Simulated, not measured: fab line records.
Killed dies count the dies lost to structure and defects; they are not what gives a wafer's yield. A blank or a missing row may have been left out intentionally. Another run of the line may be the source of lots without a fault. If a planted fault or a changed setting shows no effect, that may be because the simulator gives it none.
Tool commonality check    flow n5Finfet    Lots sampled 11, wafers sampled 32

WHY IT WAS OPENED
Of 11 lots, 2 have the reading MIM_BOT_OVL flagged at N5_MIM_BOT_LITHO_OVL_MEAS_11. No-fault wafers: 3 nm, standard deviation 6.3.
Rule: a lot is flagged in two cases, either no wafer of it has a number, or all its wafers with numbers fall more than 4 standard deviations from that mean. The rest of the lots are taken to be sound.

lot   measured      on          MIM_BOT_OVL (nm), wafer by wafer  flag
L868  day 11 22:12  overlay-01  7 4 11                            
L870  day 12 14:46  overlay-02  0 -10 -2                          
L873  day 13 15:19  overlay-01  -1 1 -1                           
L872  day 13 19:35  overlay-02  6 1 12                            
L875  day 14 12:27  overlay-01  -6 -1 0                           
L877  day 14 23:26  overlay-02  7 -9 6                            
L883  day 16 12:18  overlay-02  425 417 414                       FLAGGED
L885  day 17 00:37  overlay-02  395 404 407                       FLAGGED
L884  day 17 02:55  overlay-01  16 13                             
L888  day 18 16:53  overlay-02  9 3 7                             
L889  day 18 17:27  overlay-02  4 -1 5                            
Average over the flagged lots: 410 nm; offset from the usual +407 nm, equal to +65 standard deviations.

WHICH TOOL RAN EACH LOT
The record holds 1 process step before the reading, out of a route of 1938 steps. Cell contents, in order: the tool; ch with the chambers the sampled wafers went through; the start.
lot   flag     N5_MIM_BOT_LITHO_EXPOSE_05
L868           krfScanner-01 ch 0, day 11 22:00
L870           krfScanner-02 ch 0, day 12 14:34
L873           krfScanner-02 ch 0, day 13 15:07
L872           krfScanner-02 ch 0, day 13 19:24
L875           krfScanner-01 ch 0, day 14 12:15
L877           krfScanner-01 ch 0, day 14 23:13
L883  FLAGGED  krfScanner-01 ch 0, day 16 12:06
L885  FLAGGED  krfScanner-01 ch 0, day 17 00:25
L884           krfScanner-02 ch 0, day 17 02:42
L888           krfScanner-02 ch 0, day 18 16:41
L889           krfScanner-02 ch 0, day 18 17:16
What is done by these steps:
- N5_MIM_BOT_LITHO_EXPOSE_05: exposes mask MIM BOT.
- N5_MIM_BOT_LITHO_OVL_MEAS_11

FLAGGED OVER TOTAL, TOOL BY TOOL (the gauges that took the reading come last)
step                          tool           lots run  flagged  share of the flagged lots  sound lots run after its first flagged lot
N5_MIM_BOT_LITHO_EXPOSE_05    krfScanner-01  5         2        all                        0
N5_MIM_BOT_LITHO_EXPOSE_05    krfScanner-02  6         0        none                       -
N5_MIM_BOT_LITHO_OVL_MEAS_11  overlay-01     4         0        none                       -
N5_MIM_BOT_LITHO_OVL_MEAS_11  overlay-02     7         2        all                        2 (L888,L889)

THE TABLE: WHAT IT ALLOWS
Every flagged lot went through 2 rows of the table: krfScanner-01 at N5_MIM_BOT_LITHO_EXPOSE_05 and overlay-02 at N5_MIM_BOT_LITHO_OVL_MEAS_11.
- krfScanner-01 at N5_MIM_BOT_LITHO_EXPOSE_05 ran 5 lots, 2 of them flagged. It ran its last sound lot, L877, at day 14 23:13 and its first flagged lot, L883, at day 16 12:06: a fault with its onset between the two fits.
- overlay-02 at N5_MIM_BOT_LITHO_OVL_MEAS_11 ran 7 lots, 2 of them flagged. Lots that were sound ran on it after the first flagged one (L888, L889); a persistent fault on the entire tool would not allow that.
Left over: one tool, krfScanner-01 at N5_MIM_BOT_LITHO_EXPOSE_05.

WHAT HAD BEEN PUT IN BY THE SIMULATOR
Scanner matching overlay: krfScanner-01, from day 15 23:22 on, at N5_MIM_BOT_LITHO_EXPOSE_05. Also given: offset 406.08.
Lots struck among those shown: L883, L885. The rule above found the same.
